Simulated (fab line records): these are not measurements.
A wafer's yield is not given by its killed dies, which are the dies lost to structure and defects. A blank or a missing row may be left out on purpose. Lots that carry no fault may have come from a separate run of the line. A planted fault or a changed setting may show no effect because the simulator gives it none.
Split-lot trial + flow n5_finfet + on a route of 1938 steps: 7 lots, 21 wafers read

## THE SPLIT
At N5_MOL_CONTACT_COAG_COAT_34 (resist thk 40 nm), the setting spin_rpm was moved away from the recipe's 1500 rpm on 10 of the 21 wafers read, by -9.6% to +9.1%. The other wafers ran this setting at the recipe's value.

## FROM THE SPLIT TO THE READING: what the file shows between them, 4 steps
- N5_MOL_CONTACT_COAG_EBR_36
- N5_MOL_CONTACT_COAG_SOFTBAKE_35: time 60 s
- N5_MOL_CONTACT_COAG_EXPOSE_37: exposes mask VD, defocus 0 nm
- N5_MOL_CONTACT_COAG_PEB_38: peb time 60 s

## THE READING
CAR-EUV_of_MOL_CONTACT_COAG_COAT_34.thk_nm (the simulator's own value, which no gauge read), in nm, at N5_MOL_CONTACT_COAG_DEVELOP_39 (develop time 30 s). No usual value for it is given in the file. Here, 11 wafers ran the recipe; their average is 39.7 nm with a standard deviation of 0.12 nm.

| wafer  | tool, chamber at the split | spin_rpm as run, rpm | against the recipe | CAR-EUV_of_MOL_CONTACT_COAG_COAT_34.thk_nm, nm | against lot-mates on the recipe |
|--------|----------------------------|----------------------|--------------------|------------------------------------------------|---------------------------------|
| L078.1 | litho_track-02, 0          | 1500                 | recipe             | 39.6                                           | -                               |
| L078.2 | litho_track-02, 0          | 1500                 | recipe             | 39.6                                           | -                               |
| L078.3 | litho_track-02, 0          | 1500                 | recipe             | 39.4                                           | -                               |
| L081.1 | litho_track-02, 0          | 1500                 | recipe             | 39.6                                           | -                               |
| L081.4 | litho_track-02, 0          | 1500                 | recipe             | 39.8                                           | -                               |
| L081.5 | litho_track-02, 0          | 1500                 | recipe             | 39.8                                           | -                               |
| L082.1 | litho_track-03, 0          | 1636                 | +9.1%              | 37.8                                           | -1.8                            |
| L082.3 | litho_track-03, 0          | 1636                 | +9.1%              | 37.8                                           | -1.8                            |
| L082.2 | litho_track-03, 0          | 1500                 | recipe             | 39.6                                           | -                               |
| L083.3 | litho_track-02, 0          | 1356                 | -9.6%              | 41.8                                           | +2.0                            |
| L083.4 | litho_track-02, 0          | 1500                 | recipe             | 39.8                                           | -                               |
| L083.6 | litho_track-02, 0          | 1500                 | recipe             | 39.8                                           | -                               |
| L090.1 | litho_track-03, 0          | 1618                 | +7.9%              | 38.2                                           | no lot-mate on the recipe       |
| L090.3 | litho_track-03, 0          | 1618                 | +7.9%              | 38.2                                           | no lot-mate on the recipe       |
| L090.6 | litho_track-03, 0          | 1618                 | +7.9%              | 38.2                                           | no lot-mate on the recipe       |
| L093.1 | litho_track-02, 0          | 1452                 | -3.2%              | 40.2                                           | +0.6                            |
| L093.4 | litho_track-02, 0          | 1452                 | -3.2%              | 40.2                                           | +0.6                            |
| L093.6 | litho_track-02, 0          | 1500                 | recipe             | 39.6                                           | -                               |
| L095.2 | litho_track-03, 0          | 1590                 | +6.0%              | 38.4                                           | -1.2                            |
| L095.5 | litho_track-03, 0          | 1590                 | +6.0%              | 38.4                                           | -1.2                            |
| L095.3 | litho_track-03, 0          | 1500                 | recipe             | 39.6                                           | -                               |

FIT RESULTS
A straight line over all 21 wafers: CAR-EUV_of_MOL_CONTACT_COAG_COAT_34.thk_nm changes by -0.201 nm for each +1% of spin_rpm; r = -0.99; the points scatter about the line by 0.12 nm.
The same after taking each lot's own level away (the mean of its wafers on the recipe; 18 wafers): -0.201 nm for each +1%; r = -1.00; scatter 0.063 nm.
On that fit, the largest move of spin_rpm shifts the reading by 1.9 nm.
Measured against the standard deviation above, the lots' own levels, which go from 39.53 to 39.80 nm, span 2.2 times it.
So the lot-to-lot level changes the slope little: the two slopes agree.
Check: with one of the wafers moved furthest among these (-9.6%) left out of the fit, the line predicts +1.89 nm for it against its lot-mates. Against them it came out at +2 nm.

## THE OTHER SPLITS THESE WAFERS WENT THROUGH
Other splits were also applied to these wafers ahead of the reading. Each is held against what the fit with the lots' levels taken away leaves over:
| other split on the same wafers | wafers away from the commonest value | r with CAR-EUV_of_MOL_CONTACT_COAG_COAT_34.thk_nm (lot level and that fit taken away) |
|--------------------------------|--------------------------------------|---------------------------------------------------------------------------------------|
| N5_HKMG_FIN_COAT_43 spin_rpm   | 7                                    | +0.09                                                                                 |
| N5_HKMG_FIN_ETCH_55 time_s     | 8                                    | -0.01                                                                                 |
| N5_HKMG_FIN_ETCH_32 bias_w     | 6                                    | +0.21                                                                                 |
| N5_GATE_CUT_ALD_22 ald_cycles  | 7                                    | -0.10                                                                                 |

## THE WHOLE CHAIN: every reading that the file lists as answering this split, in the file's order
| step                           | what it does      | reading                                                                                     | change (the file's fit)               | r (the file's) |
|--------------------------------|-------------------|---------------------------------------------------------------------------------------------|---------------------------------------|----------------|
| N5_MOL_CONTACT_COAG_COAT_34    | resist thk 40 nm  | CAR-EUV_of_MOL_CONTACT_COAG_COAT_34.thk_nm (the simulator's own value, which no gauge read) | -0.208 nm for each +1% of the setting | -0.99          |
| N5_MOL_CONTACT_COAG_DEVELOP_39 | develop time 30 s | CAR-EUV_of_MOL_CONTACT_COAG_COAT_34.thk_nm (the simulator's own value, which no gauge read) | -0.202 nm for each +1% of the setting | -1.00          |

## THE FILE'S OWN FIT
CAR-EUV_of_MOL_CONTACT_COAG_COAT_34.thk_nm changes by -0.202 nm for each +1% of spin_rpm, r = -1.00.
